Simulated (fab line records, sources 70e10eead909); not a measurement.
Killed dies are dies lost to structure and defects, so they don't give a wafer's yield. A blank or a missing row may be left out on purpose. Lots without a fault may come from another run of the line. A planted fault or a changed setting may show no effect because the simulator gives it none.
Which tool did it? | flow nand_harc | 13 lots, 39 wafers sampled, at 5 steps of a route of 1302

WHAT THE GAUGES READ, wafer by wafer
NHARC_END_SORT_01.
lot  | measured     | on        | defect_limited_yield (%) | killed_at_array | killed_at_other | killed_at_periphery | killed_dies | killed_open | killed_short
L319 | day 27 08:33 | prober-01 | 78.7 77.4 76.7           | 73 73 82        | 0 0 0           | 71 80 76            | 144 153 158 | 6 4 1       | 4 4 2
L320 | day 27 23:50 | prober-02 | 80.8 88.6 80.5           | 55 45 58        | 0 0 0           | 75 32 74            | 130 77 132  | 3 2 3       | 2 0 1
L325 | day 30 05:30 | prober-01 | 92.5 90.8 90.5           | 50 58 60        | 0 1 2           | 1 3 2               | 51 62 64    | 3 4 3       | 3 4 4
L326 | day 30 04:41 | prober-02 | 89.8 88.3 89.7           | 64 73 64        | 0 0 0           | 5 6 6               | 69 79 70    | 3 4 3       | 3 2 2
L327 | day 30 22:38 | prober-02 | 91.6 92.5 93.4           | 55 46 39        | 1 4 0           | 1 1 6               | 57 51 45    | 4 2 2       | 2 1 2
L329 | day 31 15:04 | prober-02 | 89.1 89.2 91.1           | 72 70 57        | 1 0 0           | 1 3 3               | 74 73 60    | 4 4 3       | 1 7 3

WHICH TOOL RAN EACH LOT (tool, then ch and the chambers of the sampled wafers, then the start)
lot  | NHARC_P_BONDPAD_PVD_27       | NHARC_THIN_TSV_DEP_47           | NHARC_THIN_TSV_STRIP_62              | NHARC_THIN_TSV_DEGAS_53
L313 | pvd_sputter-02, day 7 16:28  | pecvd-01 ch 0,2, day 24 13:00   | plasma_asher-01 ch 0,1, day 24 13:44 | pvd_sputter-01, day 24 15:58
L318 | pvd_sputter-02, day 9 11:13  | pecvd-02 ch 0,1, day 26 08:25   | plasma_asher-01 ch 0,1, day 26 09:10 | pvd_sputter-01, day 26 11:22
L319 | pvd_sputter-02, day 10 00:22 | pecvd-04 ch 0,1,2, day 26 18:08 | plasma_asher-01 ch 0,1, day 26 18:54 | pvd_sputter-01, day 26 21:05
L320 | pvd_sputter-02, day 10 12:37 | pecvd-02 ch 0,1, day 27 10:46   | plasma_asher-02 ch 0,1, day 27 11:35 | pvd_sputter-01, day 27 13:45
L323 | pvd_sputter-03, day 11 13:25 | pecvd-04 ch 1,2, day 27 22:47   | plasma_asher-02 ch 0,1, day 27 23:32 | pvd_sputter-03, day 28 01:47
L324 | pvd_sputter-01, day 11 23:41 | pecvd-04 ch 1,2, day 29 00:12   | plasma_asher-01 ch 0,1, day 29 01:00 | pvd_sputter-02, day 29 03:07
L325 | pvd_sputter-01, day 12 16:28 | pecvd-02 ch 0,1,2, day 29 15:44 | plasma_asher-02 ch 0,1, day 29 16:31 | pvd_sputter-01, day 29 18:41
L326 | pvd_sputter-01, day 12 19:52 | pecvd-02 ch 0,1,2, day 29 16:58 | plasma_asher-01 ch 0,1, day 29 17:41 | pvd_sputter-02, day 29 19:50
L327 | pvd_sputter-02, day 13 08:10 | pecvd-01 ch 0,1, day 30 10:18   | plasma_asher-02 ch 0,1, day 30 11:01 | pvd_sputter-03, day 30 13:12
L328 | pvd_sputter-01, day 13 18:01 | pecvd-04 ch 0,1,2, day 30 09:32 | plasma_asher-01 ch 0,1, day 30 10:19 | pvd_sputter-02, day 30 12:26
L329 | pvd_sputter-03, day 14 05:26 | pecvd-01 ch 0,1,2, day 31 01:58 | plasma_asher-01 ch 0,1, day 31 02:43 | pvd_sputter-01, day 31 04:52
L330 | pvd_sputter-03, day 14 09:39 | pecvd-02 ch 0,1,2, day 31 08:27 | plasma_asher-02 ch 0,1, day 31 09:07 | pvd_sputter-01, day 31 11:15
L333 | pvd_sputter-02, day 16 01:42 | pecvd-01 ch 0,1,2, day 32 17:38 | plasma_asher-02 ch 0,1, day 32 18:23 | pvd_sputter-02, day 32 20:33
- NHARC_P_BONDPAD_PVD_27: deposits Cu, target thk 30 nm, time 20.49 s.
- NHARC_THIN_TSV_DEP_47: deposits SiO2, target thk 200 nm.
- NHARC_THIN_TSV_STRIP_62: strips in N2/H2, time 20 s.
- NHARC_THIN_TSV_DEGAS_53: time 60 s.

WHAT THE TOOLS THEMSELVES READ (means of the sampled wafers that have a number; where no wafer has one, the mark that the record gives instead)
NHARC_P_BONDPAD_PVD_27.
lot  | tool           | throttle_valve_pct (%)
L313 | pvd_sputter-02 | 30.2
L318 | pvd_sputter-02 | 30.2
L319 | pvd_sputter-02 | 30.2
L320 | pvd_sputter-02 | 30.0
L323 | pvd_sputter-03 | 29.8
L324 | pvd_sputter-01 | 30.1
L325 | pvd_sputter-01 | 30.3
L326 | pvd_sputter-01 | 29.9
L327 | pvd_sputter-02 | 30.1
L328 | pvd_sputter-01 | 29.8
L329 | pvd_sputter-03 | 30.9
L330 | pvd_sputter-03 | 29.6
L333 | pvd_sputter-02 | 29.5

NHARC_THIN_TSV_DEP_47.
lot  | tool     | rf_fwd_power_W (W) | throttle_valve_pct (%)
L313 | pecvd-01 | 898.2              | 15.7
L318 | pecvd-02 | 899.6              | 15.4
L319 | pecvd-04 | 899.9              | 16.1
L320 | pecvd-02 | 895.7              | 15.6
L323 | pecvd-04 | 900.2              | 15.7
L324 | pecvd-04 | 899.0              | 15.7
L325 | pecvd-02 | 896.0              | 15.7
L326 | pecvd-02 | 898.2              | 15.7
L327 | pecvd-01 | 893.5              | 15.5
L328 | pecvd-04 | 896.9              | 15.9
L329 | pecvd-01 | 896.3              | 16.0
L330 | pecvd-02 | 898.6              | 15.9
L333 | pecvd-01 | 898.7              | 15.8

NHARC_THIN_TSV_STRIP_62.
lot  | tool            | drypump_motor_current_A (A) | heater_power_w (W)
L313 | plasma_asher-01 | 5.5                         | 303
L318 | plasma_asher-01 | 5.2                         | 298
L319 | plasma_asher-01 | 5.2                         | 297
L320 | plasma_asher-02 | 6.2                         | 349
L323 | plasma_asher-02 | 6.2                         | 353
L324 | plasma_asher-01 | 5.2                         | 295
L325 | plasma_asher-02 | 6.1                         | 330
L326 | plasma_asher-01 | 5.4                         | 296
L327 | plasma_asher-02 | 6.2                         | 356
L328 | plasma_asher-01 | 5.4                         | 309
L329 | plasma_asher-01 | 5.4                         | 309
L330 | plasma_asher-02 | 6.2                         | 352
L333 | plasma_asher-02 | 6.2                         | 354

NHARC_THIN_TSV_DEGAS_53.
lot  | tool           | heater_power_w (W)
L313 | pvd_sputter-01 | 457
L318 | pvd_sputter-01 | 454
L319 | pvd_sputter-01 | 481
L320 | pvd_sputter-01 | 490
L323 | pvd_sputter-03 | 482
L324 | pvd_sputter-02 | 454
L325 | pvd_sputter-01 | 446
L326 | pvd_sputter-02 | 455
L327 | pvd_sputter-03 | 469
L328 | pvd_sputter-02 | 457
L329 | pvd_sputter-01 | 491
L330 | pvd_sputter-01 | 484
L333 | pvd_sputter-02 | 461

THE ANSWER, worked out from the rows above alone
Rule: what is usual is taken from the lots themselves. Put in order of their means at a reading, lots are off if they are a third of the lots or fewer, leave a main group of 4 or more, and stand apart from it by a gap of 3 or more times the standard deviation of the main group's means; of several such gaps the widest counts. A main group whose means are all the same, to the digits that the tables above print for the reading, isn't used. A lot without any number at a reading at which 4 lots or more have one is off too. The other lots that the step has rows for count as sound. The gauges are gone through in route order, then the tools' own readings, and for those a lot's mean is taken as printed above. The first step at which some lot is off is used, and at that step the reading that is off furthest; a lot without a number counts as furthest.
Off: L319, L320, at NHARC_END_SORT_01 (killed_at_periphery). The main group: mean 3.2, standard deviation 1.5. Neither off nor sound, because the step has no rows for them: L313, L318, L323, L324, L328, L330, L333.
A tool fits if, at a process step before that reading, it ran every lot that is off, and no sound lot after the first of them. The gauges at NHARC_END_SORT_01 are tried like those tools. None of those tried fits.

WHAT THE SIMULATOR HAD PUT IN
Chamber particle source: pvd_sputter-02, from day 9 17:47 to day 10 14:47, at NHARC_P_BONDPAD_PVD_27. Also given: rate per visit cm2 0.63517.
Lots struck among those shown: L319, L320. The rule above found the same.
